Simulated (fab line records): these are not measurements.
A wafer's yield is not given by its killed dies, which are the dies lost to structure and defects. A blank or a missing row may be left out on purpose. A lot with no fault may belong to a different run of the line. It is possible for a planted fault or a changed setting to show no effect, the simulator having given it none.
fab line records	flow n5Finfet
record: lots: 10	wafers: 30	lastDay: 17
route steps=1938 shown BEOL_M4@1101 PASSIVATION@1936
lots that met no fault: from a run of the same line without faults
startH: start of the lot's first displayed wafer, in hours after the record's first day	waitH: hours elapsed since this lot's preceding step	" repeats the value in the row above	L1.1+2: one row covering several wafers at once	- value missing, or start not given	* or withheld: withheld	< > ~ a bound
route shown NAME@n: names a module that has steps shown in the file, with the first one's number in the route	usual: mean/standard deviation taken from wafers without a fault	same: alike in all rows	chamber/n: place in a boat	sites: readings site by site	_std_site: the values' standard deviation	_edge_site: inner sites' mean taken away from outer sites' mean	radiusMm: how far each site lies from the wafer's centre	mask NAME#n: copy n	behind: the tool/chamber that last shaped the wafer	hold: reason for holding the lot/hours on hold/outcome of the hold	device: transistor that didn't switch, given as n, p or np	end of line: tests run on the same wafers once the route is complete	where a step has no rows: the recipe by itself	killed: not the wafer's yield, but the dies lost to structure and defects at the first sort	map: shows each die of a wafer: x if killed, . if not, _ if none is there
set.NAME: setting as actually run; set.NAME@STEP: the setting as run at that earlier step	model.NAME: the simulator's own value behind a step, which no gauge read
one table for each step of the route and one row for each wafer, over a sample of lots
services: when a tool's chamber went out of use (startH, in hours from the record's first day, below 0 if earlier), for how many hours, and the reason
== steps ==
step: N5_BEOL_M4_ECD_50
recipe: material: Cu	targetThkA: 3000
lot.wafer	tool	chamber	startH	waitH
L896.1+2+5	ecdCu-01	1,0,1	177.47	0.1
L895.1+3+5	ecdCu-02	0,1,0	179.87	0.1
L900.3+4+5	ecdCu-02	0,1,0	204.18	0.1
L903.4+5+6	ecdCu-02	1,0,1	227.64	0.1
L904.2+4+5	ecdCu-01	0	228.53	0.1
L907.1+4+5	ecdCu-02	1,1,0	254.71	0.1
L910.1+2+6	ecdCu-01	1,0,1	271.73	0.1
L914.1+4+5	ecdCu-01	1,0,1	292.46	0.1
L913.1+4+6	ecdCu-01	0,0,1	301.77	0.1
L915.3+4+6	ecdCu-01	0,1,0	313.18	0.1
step: N5_BEOL_M4_CMP_52
recipe: stopOn: SiOC	tOverpolishS: 6.8	downForcePsi: 1	platenRpm: 50	clearingPlatenDownForcePsi: 1.5	clearingPlatenRpm: 50	postCmpClean: cuAlkaline	targetThkNm: 40	clearingPlatenPadVelocityMS: 0.99484	padVelocityMS: 0.99484
usual: edgeZonePressureFrac: 1.000/0.0053	motorCurrentA: 5.9/0.54	timeToEndpointS: 61.4/2.4
lot.wafer	tool	chamber	startH	waitH	edgeZonePressureFrac	motorCurrentA	timeToEndpointS
L896.1	cmp-01	0	177.89	0.3	0.994	5.7	61.4
L896.2	"	2	"	"	1.000	5.7	61.3
L896.5	"	3	"	"	1.009	6.0	65.9
L895.1	cmp-01	1	180.28	0.3	1.013	5.7	66.1
L895.3	"	3	"	"	1.001	6.0	64.6
L895.5	"	1	"	"	1.011	5.6	64.2
L900.4	cmp-01	2	204.70	0.3	0.997	6.1	63.2
L900.3	"	3	"	"	0.995	5.8	59.7
L900.5	"	0	"	"	1.001	5.7	63.4
L903.4	cmp-02	0	228.00	0.1	0.996	5.0	61.2
L903.5	"	0	"	"	1.000	5.0	87.9
L903.6	"	1	"	"	0.995	6.6	59.9
L904.2	cmp-01	1	228.91	0.2	0.997	5.4	58.6
L904.4	"	2	"	"	0.995	5.6	59.8
L904.5	"	2	"	"	1.002	5.8	60.5
L907.1	cmp-01	2	255.46	0.4	0.998	5.6	63.1
L907.4	"	0	"	"	1.006	5.5	56.9
L907.5	"	2	"	"	1.000	5.8	86.2
L910.1	cmp-02	3	272.11	0.3	0.994	5.9	59.3
L910.2	"	0	"	"	0.994	5.0	61.3
L910.6	"	3	"	"	0.997	5.6	60.4
L914.1	cmp-01	0	292.92	0.3	1.003	5.8	64.0
L914.4	"	1	"	"	1.004	5.5	65.2
L914.5	"	3	"	"	0.999	5.6	65.5
L913.4	cmp-02	1	302.15	0.1	1.000	6.3	58.3
L913.1	"	2	"	"	1.001	5.8	62.5
L913.6	"	2	"	"	0.997	6.0	58.1
L915.3	cmp-01	3	313.53	0.2	0.994	5.9	63.2
L915.4	"	2	"	"	0.996	5.4	62.8
L915.6	"	0	"	"	1.004	5.7	64.3
step: N5_BEOL_M4_THK_MEAS_53
recipe: thkMeasGauge: xrf	reads: Cu_of_BEOL_M4_ECD_50
usual: M4_THK: 40.0/1.2
lot.wafer	tool	chamber	startH	waitH	M4_THK[nm]
L896.1	filmMetro-01	-	178.14	-	40.1
L896.2	"	-	"	"	41.6
L896.5	"	-	"	"	41.4
L895.1	filmMetro-02	-	180.54	-	42.2
L895.3	"	-	"	"	40.8
L895.5	"	-	"	"	40.5
L900.3	filmMetro-02	-	204.92	-	40.1
L900.4	"	-	"	"	39.6
L900.5	"	-	"	"	39.2
L903.4	filmMetro-01	-	228.30	-	38.1
L903.5	"	-	"	"	39.3
L903.6	"	-	"	"	39.2
L904.2	filmMetro-01	-	229.20	-	40.4
L904.4	"	-	"	"	40.9
L904.5	"	-	"	"	38.3
L907.1	filmMetro-02	-	255.76	-	40.1
L907.4	"	-	"	"	39.4
L907.5	"	-	"	"	40.0
L910.1	filmMetro-02	-	272.40	-	41.4
L910.2	"	-	"	"	40.4
L910.6	"	-	"	"	41.9
L914.1	filmMetro-02	-	293.13	-	41.2
L914.4	"	-	"	"	41.3
L914.5	"	-	"	"	40.7
L913.1	filmMetro-02	-	302.44	-	38.6
L913.4	"	-	"	"	40.1
L913.6	"	-	"	"	40.3
L915.3	filmMetro-02	-	313.83	-	37.8
L915.4	"	-	"	"	39.6
L915.6	"	-	"	"	40.4
step: N5_BEOL_M4_CO_CAP_55
recipe: material: Co	targetThkA: 20	tempC: 200	precursor: CCTBA/H2	pressureTorr: 30	timeS: 102.1
usual: heaterPowerW: 236/24
lot.wafer	tool	chamber	startH	waitH	heaterPowerW
L896.1	cvdCo-02	1	178.22	0.0	215
L896.2	"	0	"	"	273
L896.5	"	0	"	"	269
L895.1	cvdCo-01	1	180.62	0.0	267
L895.3	"	0	"	"	223
L895.5	"	2	"	"	228
L900.3	cvdCo-01	0	205.02	0.0	215
L900.4	"	2	"	"	224
L900.5	"	1	"	"	270
L903.4	cvdCo-02	0	228.41	0.0	274
L903.5	"	2	"	"	213
L903.6	"	1	"	"	213
L904.2	cvdCo-01	0	229.28	0.0	218
L904.4	"	1	"	"	260
L904.5	"	2	"	"	231
L907.1	cvdCo-02	1	255.86	0.0	218
L907.4	"	2	"	"	217
L907.5	"	2	"	"	217
L910.1	cvdCo-01	1	272.48	0.0	264
L910.2	"	0	"	"	223
L910.6	"	1	"	"	272
L914.1	cvdCo-02	1	293.21	0.0	210
L914.4	"	2	"	"	210
L914.5	"	1	"	"	218
L913.1	cvdCo-02	1	302.52	0.0	216
L913.4	"	0	"	"	270
L913.6	"	2	"	"	216
L915.3	cvdCo-02	2	313.90	0.0	213
L915.4	"	2	"	"	209
L915.6	"	1	"	"	214
step: N5_BEOL_M4_INSPECT_59
recipe: inspectInstrument: darkfield	mode: postDep
usual: rawDefectCount: 83/28
lot.wafer	tool	chamber	startH	waitH	rawDefectCount
L896.1	defectInspect-02	-	178.43	0.0	103
L896.2	"	-	"	"	65
L896.5	"	-	"	"	85
L895.1	defectInspect-01	-	180.83	0.0	149
L895.3	"	-	"	"	91
L895.5	"	-	"	"	59
L900.3	defectInspect-01	-	205.27	0.0	47
L900.4	"	-	"	"	32
L900.5	"	-	"	"	23
L903.4	defectInspect-01	-	228.59	0.0	74
L903.5	"	-	"	"	52
L903.6	"	-	"	"	68
L904.2	defectInspect-02	-	229.49	0.0	82
L904.4	"	-	"	"	79
L904.5	"	-	"	"	86
L907.1	defectInspect-01	-	256.10	0.0	51
L907.4	"	-	"	"	48
L907.5	"	-	"	"	72
L910.1	defectInspect-01	-	272.69	0.0	53
L910.2	"	-	"	"	145
L910.6	"	-	"	"	94
L914.1	defectInspect-02	-	293.42	0.0	55
L914.4	"	-	"	"	62
L914.5	"	-	"	"	62
L913.1	defectInspect-02	-	302.76	0.0	56
L913.4	"	-	"	"	64
L913.6	"	-	"	"	80
L915.3	defectInspect-02	-	314.12	0.0	76
L915.4	"	-	"	"	86
L915.6	"	-	"	"	50
step: N5_BEOL_M4_RC_MEAS_101
usual: DIBL_N: 35.9/1.3	DIBL_P: 35.9/1.6	IOFF_N: 0.156/0.022	IOFF_P: 0.205/0.023	ION_N: 675/9	ION_P: 463/5.6	SS_N: 71.4/0.57	SS_P: 73.1/0.52	VT_N: 249.7/2.8	VT_P: -250.2/2.5
lot.wafer	tool	chamber	startH	waitH	DIBL_N[mV/V]	DIBL_P[mV/V]	IOFF_N[nA/um]	IOFF_P[nA/um]	ION_N[uA/um]	ION_P[uA/um]	SS_N[mV/dec]	SS_P[mV/dec]	VT_N[mV]	VT_P[mV]
L896.1	prober-02	0	178.45	0.0	35.7	36.3	0.169	0.208	679	460	71.8	73.6	247.4	-251.9
L896.2	"	0	"	"	34.0	33.5	0.136	0.173	663	454	71.2	72.4	252.1	-254.5
L896.5	"	0	"	"	36.6	37.3	0.185	0.220	680	463	72.8	72.9	247.1	-251.7
L895.1	prober-02	0	180.85	0.0	37.0	36.3	0.171	0.212	677	457	72.1	73.2	249.5	-248.3
L895.3	"	0	"	"	37.4	37.6	0.182	0.231	680	462	71.4	73.9	246.6	-246.2
L895.5	"	0	"	"	35.8	35.2	0.143	0.192	673	457	71.3	73.3	249.4	-250.7
L900.3	prober-02	0	205.60	0.3	34.7	35.5	0.136	0.218	673	467	71.1	72.3	249.2	-247.6
L900.4	"	0	"	"	37.3	38.2	0.170	0.266	675	472	72.1	73.3	248.7	-243.5
L900.5	"	0	"	"	35.3	35.8	0.142	0.223	679	474	71.8	72.5	250.7	-248.0
L903.4	prober-02	0	229.07	0.5	37.8	38.1	0.183	0.241	682	470	71.0	72.9	244.8	-247.0
L903.5	"	0	"	"	37.2	36.9	0.177	0.222	690	469	71.2	73.4	247.2	-250.9
L903.6	"	0	"	"	37.6	38.3	0.184	0.236	684	469	71.0	73.7	247.3	-250.2
L904.2	prober-01	0	229.67	0.2	35.9	36.0	0.162	0.199	670	461	71.2	72.5	247.1	-250.7
L904.4	"	0	"	"	35.2	35.3	0.151	0.188	678	465	71.4	72.7	245.8	-251.3
L904.5	"	0	"	"	35.7	35.8	0.155	0.194	670	462	71.5	73.0	246.7	-252.4
L907.1	prober-02	0	256.13	0.0	35.0	34.1	0.152	0.185	682	461	71.5	72.6	249.4	-250.4
L907.4	"	0	"	"	35.4	34.7	0.160	0.192	683	458	71.3	72.6	248.1	-252.3
L907.5	"	0	"	"	34.6	34.4	0.155	0.186	685	465	71.3	72.8	248.4	-250.2
L910.1	prober-02	0	272.72	0.0	38.3	37.3	0.176	0.246	678	469	70.9	73.8	249.1	-246.2
L910.2	"	0	"	"	36.2	35.6	0.139	0.225	664	472	70.7	73.2	250.8	-244.7
L910.6	"	0	"	"	36.1	36.0	0.146	0.226	672	473	71.4	72.6	249.6	-248.5
L914.1	prober-02	0	293.45	0.0	38.2	37.6	0.172	0.217	680	462	71.6	74.0	247.7	-248.9
L914.4	"	0	"	"	37.4	36.7	0.151	0.204	663	457	71.9	73.9	251.6	-250.7
L914.5	"	0	"	"	39.1	39.4	0.197	0.249	679	463	72.1	74.4	246.0	-247.2
L913.1	prober-01	0	302.79	0.0	34.5	35.4	0.140	0.186	673	460	71.1	72.7	249.2	-253.0
L913.4	"	0	"	"	35.3	36.1	0.154	0.202	676	459	72.1	72.4	250.1	-250.4
L913.6	"	0	"	"	32.4	33.1	0.116	0.156	664	457	70.8	72.0	254.7	-251.6
L915.3	prober-01	0	314.45	0.3	34.8	33.5	0.121	0.176	667	466	71.0	72.4	252.6	-252.6
L915.4	"	0	"	"	35.9	35.1	0.141	0.204	671	468	71.4	73.3	251.9	-248.8
L915.6	"	0	"	"	35.1	33.4	0.122	0.179	669	464	70.9	73.0	252.8	-248.2
step: N5_PASSIVATION_PROBE_49
usual: defectLimitedYield: 91.3/1.4	killed_at_M0_to_M3: 35/11	killed_at_M4_up: 14/5.4	killedAtContacts: 12/6.2	killedAtFrontEnd: 38/11	killedAtOther: 4.1/2.8	killedDies: 103/17	killedOpen: 66/13	killedShort: 34/8.2	sort_bin_5_function: 5.1/0.89	sort_bin_6_memory: 3.3/0.72	sortNPass: 1077/17	sortYieldPct: 91.3/1.4
same: grossDies: 1180	killedAtBackSide: 0	sort_bin_4_leakage[%]: 0	sort_bin_8_speed[%]: 0
lot.wafer	tool	chamber	startH	waitH	defectLimitedYield[%]	killed_at_M0_to_M3	killed_at_M4_up	killedAtContacts	killedAtFrontEnd	killedAtOther	killedDies	killedOpen	killedShort	sort_bin_5_function[%]	sort_bin_6_memory[%]	sortNPass	sortYieldPct[%]
L896.1	prober-02	-	277.98	0.0	88.6	39	14	21	55	5	134	88	42	6.9	3.7	1046	88.6
L896.2	prober-02	-	278.03	0.1	92.8	33	20	9	18	5	85	59	25	4.2	2.8	1095	92.8
L896.5	prober-02	-	278.18	0.2	91.8	33	17	13	33	1	97	68	23	4.5	3.0	1083	91.8
L895.1	prober-01	-	278.55	0.0	90.3	34	19	10	52	0	115	73	38	6.4	2.7	1065	90.3
L895.3	prober-01	-	278.65	0.1	92.0	23	18	5	44	4	94	69	24	4.2	3.7	1086	92.0
L895.5	prober-01	-	278.75	0.2	91.8	31	14	14	37	1	97	59	32	4.7	3.2	1083	91.8
L900.3	prober-01	-	306.74	0.1	88.1	54	28	29	28	2	141	95	40	7.3	4.2	1039	88.1
L900.4	prober-01	-	306.79	0.2	89.6	48	18	17	32	8	123	80	41	5.9	3.7	1057	89.6
L900.5	prober-01	-	306.84	0.2	88.9	47	24	11	42	7	131	89	38	6.3	4.6	1049	88.9
L903.4	prober-02	-	334.24	0.2	92.1	22	11	11	33	16	93	49	42	4.8	2.5	1087	92.1
L903.5	prober-02	-	334.29	0.2	89.3	27	13	12	66	8	126	79	44	5.5	4.5	1054	89.3
L903.6	prober-02	-	334.34	0.3	91.9	25	9	20	40	1	95	55	38	4.3	3.4	1085	91.9
L904.2	prober-01	-	342.72	0.1	92.5	24	17	4	40	4	89	63	25	5.1	1.9	1091	92.5
L904.4	prober-01	-	342.82	0.2	89.0	35	35	13	41	6	130	89	39	6.4	4.2	1050	89.0
L904.5	prober-01	-	342.87	0.2	90.6	44	10	10	46	1	111	79	30	6.5	2.6	1069	90.6
L907.1	prober-02	-	362.96	0.0	88.7	41	22	9	53	8	133	97	36	6.9	3.6	1047	88.7
L907.4	prober-02	-	363.11	0.2	91.4	31	10	15	41	4	101	70	30	5.8	2.5	1079	91.4
L907.5	prober-02	-	363.16	0.2	89.7	48	18	6	43	6	121	83	36	5.7	4.1	1059	89.7
L910.1	prober-01	-	383.29	0.0	92.0	48	13	4	25	4	94	61	32	5.1	2.4	1086	92.0
L910.2	prober-01	-	383.34	0.1	93.1	29	17	3	30	2	81	58	22	4.7	2.1	1099	93.1
L910.6	prober-01	-	383.54	0.3	91.8	37	18	2	38	2	97	65	28	4.3	3.7	1083	91.8
L914.1	prober-02	-	395.93	0.0	89.8	42	14	16	42	6	120	82	37	5.9	4.0	1060	89.8
L914.4	prober-02	-	396.08	0.2	90.5	55	14	14	26	3	112	75	35	4.8	4.3	1068	90.5
L914.5	prober-02	-	396.13	0.2	91.2	33	22	15	29	5	104	65	37	5.1	3.5	1076	91.2
L913.1	prober-01	-	410.42	0.0	90.5	40	11	15	42	4	112	74	38	5.1	4.0	1068	90.5
L913.4	prober-01	-	410.57	0.2	87.1	75	8	17	50	2	152	93	59	8.0	3.9	1028	87.1
L913.6	prober-01	-	410.67	0.3	91.4	46	10	7	33	5	101	68	27	5.0	3.1	1079	91.4
L915.3	prober-01	-	414.22	0.1	92.0	44	21	7	17	5	94	62	29	4.6	2.8	1086	92.0
L915.4	prober-01	-	414.27	0.2	91.4	41	17	4	34	6	102	66	34	4.7	3.9	1078	91.4
L915.6	prober-01	-	414.37	0.3	90.5	53	17	7	34	1	112	76	35	6.2	3.3	1068	90.5
killed by level:class
L896.1 MOL_CONTACT_COAG:geometricParticle:open=17 BEOL_M3:geometricParticle:open=11 FIN_SAQP:geometricParticle:short=10 STI_FIN_REVEAL:geometricParticle:open=10 FIN_SAQP:geometricParticle:open=9 BEOL_M0_SAQP:geometricParticle:open=8 BEOL_M4:geometricParticle:open=6 SPACER0:geometricParticle:open=6
L896.2 BEOL_M4:geometricParticle:open=14 BEOL_M0_SAQP:geometricParticle:open=10 BEOL_M3:geometricParticle:open=9 MOL_CONTACT_COAG:geometricParticle:open=6 BEOL_M1:geometricParticle:open=6 STI_FIN_REVEAL:geometricParticle:open=5 FIN_SAQP:geometricParticle:short=3 MOL_CONTACT_COAG:geometricParticle:short=3
L896.5 MOL_CONTACT_COAG:geometricParticle:open=11 BEOL_M4:geometricParticle:open=11 BEOL_M0_SAQP:geometricParticle:open=10 BEOL_M1:geometricParticle:open=9 BEOL_M3:geometricParticle:open=7 STI_FIN_REVEAL:geometricParticle:open=6 FIN_SAQP:geometricParticle:short=5 STARTING-WAFER:geometricParticle:open=4
L895.1 BEOL_M1:geometricParticle:open=15 FIN_SAQP:geometricParticle:open=10 STI_FIN_REVEAL:geometricParticle:open=10 MOL_CONTACT_COAG:geometricParticle:open=9 STARTING-WAFER:geometricParticle:short=8 BEOL_M1:geometricParticle:short=7 FIN_SAQP:geometricParticle:short=6 BEOL_M4:geometricParticle:open=5
L895.3 FIN_SAQP:geometricParticle:open=20 BEOL_M3:geometricParticle:open=8 BEOL_M4:geometricParticle:open=7 STI_FIN_REVEAL:geometricParticle:open=6 DUMMY_GATE:geometricParticle:open=6 FIN_SAQP:geometricParticle:short=5 BEOL_M0_SAQP:geometricParticle:short=4 BEOL_M1:geometricParticle:open=4
L895.5 FIN_SAQP:geometricParticle:open=11 BEOL_M3:geometricParticle:open=8 MOL_CONTACT_COAG:geometricParticle:open=7 MOL_CONTACT_COAG:geometricParticle:short=5 DUMMY_GATE:geometricParticle:open=5 BEOL_M0_SAQP:geometricParticle:short=5 BEOL_M1:geometricParticle:open=5 FIN_SAQP:geometricParticle:short=4
L900.3 MOL_CONTACT_COAG:geometricParticle:open=21 BEOL_M4:geometricParticle:open=17 BEOL_M0_SAQP:geometricParticle:open=16 BEOL_M0_SAQP:geometricParticle:short=12 MOL_CONTACT_COAG:geometricParticle:short=8 BEOL_M1:geometricParticle:open=8 STI_FIN_REVEAL:geometricParticle:open=7 FIN_SAQP:geometricParticle:short=4
L900.4 BEOL_M0_SAQP:geometricParticle:short=15 MOL_CONTACT_COAG:geometricParticle:open=13 BEOL_M0_SAQP:geometricParticle:open=10 BEOL_M3:geometricParticle:open=10 BEOL_M4:geometricParticle:open=10 FIN_SAQP:geometricParticle:open=8 STI_FIN_REVEAL:geometricParticle:open=8 GATE_CUT:geometricParticle:short=8
L900.5 FIN_SAQP:geometricParticle:short=12 BEOL_M0_SAQP:geometricParticle:open=12 MOL_CONTACT_COAG:geometricParticle:open=10 BEOL_M2:geometricParticle:open=10 BEOL_M3:geometricParticle:open=7 FIN_SAQP:geometricParticle:open=6 BEOL_M0_SAQP:geometricParticle:short=6 BEOL_M4:geometricParticle:open=6
L903.4 FIN_SAQP:geometricParticle:short=16 MOL_CONTACT_COAG:geometricParticle:open=10 PASS1_DEP:geometricParticle:open=5 FIN_SAQP:geometricParticle:open=4 STI_FIN_REVEAL:geometricParticle:open=4 BEOL_M0:geometricParticle:short=3 BEOL_M0:geometricParticle:open=3 BEOL_M3:geometricParticle:open=3
L903.5 STI_FIN_REVEAL:geometricParticle:open=17 MOL_CONTACT_COAG:geometricParticle:open=10 FIN_SAQP:geometricParticle:short=9 BEOL_M1:geometricParticle:open=9 DUMMY_GATE:geometricParticle:open=9 GATE_CUT:geometricParticle:short=8 FIN_SAQP:geometricParticle:open=6 GATE_CUT:geometricParticle:open=5
L903.6 FIN_SAQP:geometricParticle:open=9 FIN_SAQP:geometricParticle:short=9 MOL_CONTACT_COAG:geometricParticle:open=9 MOL_CONTACT_COAG:geometricParticle:short=9 BEOL_M1:geometricParticle:open=8 STI_FIN_REVEAL:geometricParticle:open=6 BEOL_M0_SAQP:geometricParticle:short=6 BEOL_M1:geometricParticle:short=5
L904.2 BEOL_M4:geometricParticle:open=10 STI_FIN_REVEAL:geometricParticle:open=9 FIN_SAQP:geometricParticle:short=8 BEOL_M2:geometricParticle:open=8 BEOL_M1:geometricParticle:open=6 DUMMY_GATE:geometricParticle:open=5 GATE_CUT:geometricParticle:open=4 BEOL_M4:geometricParticle:short=4
L904.4 BEOL_M4:geometricParticle:open=23 MOL_CONTACT_COAG:geometricParticle:open=11 STI_FIN_REVEAL:geometricParticle:open=9 BEOL_M0_SAQP:geometricParticle:open=9 BEOL_M0_SAQP:geometricParticle:short=9 GATE_CUT:geometricParticle:short=6 BEOL_M4:geometricParticle:short=6 BEOL_M3:geometricParticle:open=5
L904.5 STI_FIN_REVEAL:geometricParticle:open=21 BEOL_M3:geometricParticle:open=12 BEOL_M0_SAQP:geometricParticle:short=10 MOL_CONTACT_COAG:geometricParticle:open=9 FIN_SAQP:geometricParticle:short=7 BEOL_M2:geometricParticle:open=6 FIN_SAQP:geometricParticle:open=5 BEOL_M0_SAQP:geometricParticle:open=5
L907.1 FIN_SAQP:geometricParticle:open=14 BEOL_M4:geometricParticle:open=11 BEOL_M3:geometricParticle:open=10 BEOL_M1:geometricParticle:open=9 DUMMY_GATE:geometricParticle:open=8 MOL_CONTACT_COAG:geometricParticle:open=8 STI_FIN_REVEAL:geometricParticle:open=7 BEOL_M0_SAQP:geometricParticle:short=7
L907.4 MOL_CONTACT_COAG:geometricParticle:open=14 STI_FIN_REVEAL:geometricParticle:open=13 BEOL_M0_SAQP:geometricParticle:open=8 BEOL_M2:geometricParticle:open=8 FIN_SAQP:geometricParticle:short=6 BEOL_M0_SAQP:geometricParticle:short=6 BEOL_M4:geometricParticle:open=6 FIN_SAQP:geometricParticle:open=5
L907.5 BEOL_M0_SAQP:geometricParticle:short=12 BEOL_M0_SAQP:geometricParticle:open=12 STI_FIN_REVEAL:geometricParticle:open=8 BEOL_M2:geometricParticle:open=6 BEOL_M4:geometricParticle:open=6 FIN_SAQP:geometricParticle:open=5 DUMMY_GATE:geometricParticle:open=5 ILD0:geometricParticle:open=5
L910.1 BEOL_M3:geometricParticle:open=11 BEOL_M2:geometricParticle:open=9 BEOL_M0_SAQP:geometricParticle:open=7 BEOL_M1:geometricParticle:open=6 FIN_SAQP:geometricParticle:open=4 FIN_SAQP:geometricParticle:short=4 GATE_CUT:geometricParticle:open=4 GATE_CUT:geometricParticle:short=4
L910.2 BEOL_M2:geometricParticle:open=9 GATE_CUT:geometricParticle:open=7 GATE_CUT:geometricParticle:short=6 BEOL_M5:geometricParticle:open=6 FIN_SAQP:geometricParticle:open=4 BEOL_M0_SAQP:geometricParticle:open=4 BEOL_M1:geometricParticle:open=4 BEOL_M3:geometricParticle:open=4
L910.6 BEOL_M2:geometricParticle:open=12 BEOL_M0_SAQP:geometricParticle:open=8 GATE_CUT:geometricParticle:short=7 FIN_SAQP:geometricParticle:open=6 GATE_CUT:geometricParticle:open=6 BEOL_M4:geometricParticle:open=6 STI_FIN_REVEAL:geometricParticle:open=5 FIN_SAQP:geometricParticle:short=4
L914.1 BEOL_M0_SAQP:geometricParticle:short=16 MOL_CONTACT_COAG:geometricParticle:open=14 SPACER0:geometricParticle:open=9 BEOL_M0_SAQP:geometricParticle:open=8 BEOL_M4:geometricParticle:open=8 DUMMY_GATE:geometricParticle:open=7 SPACER0:geometricParticle:short=7 BEOL_M3:geometricParticle:open=7
L914.4 BEOL_M0_SAQP:geometricParticle:open=19 BEOL_M0_SAQP:geometricParticle:short=15 MOL_CONTACT_COAG:geometricParticle:open=11 DUMMY_GATE:geometricParticle:open=7 BEOL_M3:geometricParticle:open=7 BEOL_M1:geometricParticle:open=6 BEOL_M4:geometricParticle:open=6 BEOL_M2:geometricParticle:open=5
L914.5 FIN_SAQP:geometricParticle:short=10 BEOL_M3:geometricParticle:open=10 MOL_CONTACT_COAG:geometricParticle:open=9 FIN_SAQP:geometricParticle:open=8 BEOL_M0_SAQP:geometricParticle:open=7 MOL_CONTACT_COAG:geometricParticle:short=6 BEOL_M5:geometricParticle:open=6 BEOL_M0_SAQP:geometricParticle:short=5
L913.1 BEOL_M0_SAQP:geometricParticle:open=15 MOL_CONTACT_COAG:geometricParticle:open=12 BEOL_M0_SAQP:geometricParticle:short=12 GATE_CUT:geometricParticle:short=11 GATE_CUT:geometricParticle:open=8 FIN_SAQP:geometricParticle:open=7 BEOL_M4:geometricParticle:open=6 DUMMY_GATE:geometricParticle:open=4
L913.4 BEOL_M0_SAQP:geometricParticle:open=25 BEOL_M0_SAQP:geometricParticle:short=24 MOL_CONTACT_COAG:geometricParticle:open=12 FIN_SAQP:geometricParticle:open=10 STI_FIN_REVEAL:geometricParticle:open=8 BEOL_M3:geometricParticle:open=8 DUMMY_GATE:geometricParticle:open=7 FIN_SAQP:geometricParticle:short=6
L913.6 BEOL_M0_SAQP:geometricParticle:open=15 BEOL_M0_SAQP:geometricParticle:short=9 BEOL_M1:geometricParticle:open=9 BEOL_M3:geometricParticle:open=7 FIN_SAQP:geometricParticle:open=5 FIN_SAQP:geometricParticle:short=4 DUMMY_GATE:geometricParticle:open=4 MOL_CONTACT_COAG:geometricParticle:open=4
L915.3 BEOL_M0_SAQP:geometricParticle:open=14 BEOL_M3:geometricParticle:open=12 BEOL_M0_SAQP:geometricParticle:short=11 BEOL_M4:geometricParticle:open=8 BEOL_M7:geometricParticle:open=7 MOL_CONTACT_COAG:geometricParticle:open=6 BEOL_M5:geometricParticle:open=4 STARTING-WAFER:geometricParticle:open=4
L915.4 BEOL_M0_SAQP:geometricParticle:short=17 FIN_SAQP:geometricParticle:open=15 BEOL_M0_SAQP:geometricParticle:open=10 BEOL_M3:geometricParticle:open=6 BEOL_M4:geometricParticle:open=6 STI_FIN_REVEAL:geometricParticle:open=5 BEOL_M5:geometricParticle:open=5 MOL_CONTACT_COAG:geometricParticle:open=3
L915.6 FIN_SAQP:geometricParticle:open=14 BEOL_M0_SAQP:geometricParticle:open=11 BEOL_M2:geometricParticle:open=11 BEOL_M3:geometricParticle:open=9 BEOL_M0_SAQP:geometricParticle:short=8 MOL_CONTACT_COAG:geometricParticle:open=7 BEOL_M3:geometricParticle:short=6 STI_FIN_REVEAL:geometricParticle:open=5
== services ==
tool	chamber	startH	hours	kind
ecdCu-01	-	158.20	2.2	repair
ecdCu-02	-	177.51	0.7	repair
cmp-02	-	202.10	0.9	repair
cmp-02	-	213.47	1.6	repair
cvdCo-02	1	213.85	10.7	repair
cmp-02	-	225.03	1.2	repair
cvdCo-02	-	230.19	6.9	pm
cvdCo-02	-	245.69	0.2	repair
cvdCo-02	0	253.16	4.1	repair
cmp-02	-	253.86	1.7	repair
ecdCu-01	-	254.59	6.7	pm
cvdCo-02	-	259.70	28.1	pm
cmp-02	-	263.48	4.0	pm
cmp-01	-	264.83	4.0	pm
cmp-02	-	267.48	-	consumableReplace:conditioner
cmp-02	-	267.48	-	consumableReplace:pad
cmp-01	-	268.83	-	consumableReplace:conditioner
cmp-01	-	268.83	-	consumableReplace:pad
cmp-01	-	278.43	11.6	pm
cmp-02	-	282.39	0.8	repair
== key ==
firstSign: step: N5_BEOL_M4_CMP_52	reading: timeToEndpointS	direction: up	sigmas: 11	usual: *	struck: *
effect none on later readings
metAt N5_BEOL_M4_ECD_50
struckLots L903,L907
struckWafers L903.5,L907.5
notActingAt N5_BEOL_M4_THK_MEAS_53,N5_BEOL_M4_CO_CAP_55,N5_BEOL_M4_INSPECT_59
onsetBetween 204.18 227.64
fault: kind: processParameterDrift	tool: ecdCu-02	chamber: 0	onsetH: 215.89	steps: N5_BEOL_M4_ECD_50	channel: targetThkA	offset: *	shape: step	endH: 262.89	actsIn: *	stated: *
